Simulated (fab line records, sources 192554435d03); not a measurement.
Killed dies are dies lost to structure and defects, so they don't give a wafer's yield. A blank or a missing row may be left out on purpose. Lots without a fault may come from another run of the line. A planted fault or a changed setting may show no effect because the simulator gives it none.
Chamber matching | flow n5_finfet | N5_BEOL_M3_ILD_DEP_00 on pecvd-01: 3 sister chambers
The step deposits SiOC from DEMS/O2, target thk 79 nm, time 15.3 s. 16 wafers are shown with their chamber, then 7 later ones without.

WAFERS WITH THEIR CHAMBER
wafer  | chamber | heater_power_w (W) | throttle_valve_pct (%) | showerhead_plenum_p_Torr (Torr)
L326.2 | 0       | 435                | 12.1                   | 5.681
L326.3 | 1       | 501                | 11.3                   | 5.680
L326.5 | 2       | 379                | 11.7                   | 5.686
L327.2 | 1       | 486                | 11.6                   | 5.692
L327.4 | 2       | 359                | 11.7                   | 5.686
L327.5 | 1       | 499                | 11.7                   | 5.695
L328.1 | 0       | 398                | 12.0                   | 5.663
L328.2 | 1       | 476                | 11.5                   | 5.692
L328.6 | 1       | 478                | 11.5                   | 5.694
L337.1 | 0       | 371                | 11.9                   | 5.672
L337.2 | 1       | 459                | 11.6                   | 5.692
L337.5 | 2       | 322                | 11.8                   | 5.698
L342.1 | 2       | 298                | 12.1                   | 5.686
L342.2 | 1       | 467                | 11.5                   | 5.691
L342.3 | 0       | 446                | 11.7                   | 5.685
L344.2 | 1       | 431                | 11.5                   | 5.693

SIGNATURES (means of the wafers above)
reading                  | chamber 0 | chamber 1 | chamber 2 | scatter within a chamber
heater_power_w           | 412.50    | 474.62    | 339.50    | 29.3
throttle_valve_pct       | 11.925    | 11.525    | 11.825    | 0.149
showerhead_plenum_p_Torr | 5.67525   | 5.69112   | 5.68900   | 0.0065
Rule: a wafer's distance from a chamber is the root of the sum, over the readings, of the square of ((its reading less the chamber's mean) divided by the reading's scatter). The wafer belongs to the nearest chamber; if the next one is less than 2 further off, it can't be placed. The scatter: the root of (the sum of the squares of (reading less its chamber's mean) over the shown wafers, divided by (wafers less chambers)).

WAFERS WITHOUT THEIR CHAMBER
wafer  | heater_power_w (W) | throttle_valve_pct (%) | showerhead_plenum_p_Torr (Torr)
L344.3 | 347                | 12.1                   | 5.682
L344.4 | 416                | 11.9                   | 5.689
L343.2 | 338                | 11.9                   | 5.698
L343.6 | 491                | 12.0                   | 5.691
L346.1 | 408                | 12.1                   | 5.672
L346.4 | 418                | 12.4                   | 5.680
L346.5 | 530                | 11.6                   | 5.695

WHICH CHAMBER EACH WENT THROUGH
wafer  | from the rows above          | in truth
L344.3 | can't be placed: 2 or 0      | 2
L344.4 | can't be placed: 0 or 2 or 1 | 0
L343.2 | 2                            | 2
L343.6 | can't be placed: 1 or 0      | 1
L346.1 | 0                            | 0
L346.4 | can't be placed: 0 or 2      | 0
L346.5 | 1                            | 1
Placed correctly: 3 of 7. Can't be placed from these rows: 4 (the true chamber is among the candidates in 4). Placed wrongly: 0.
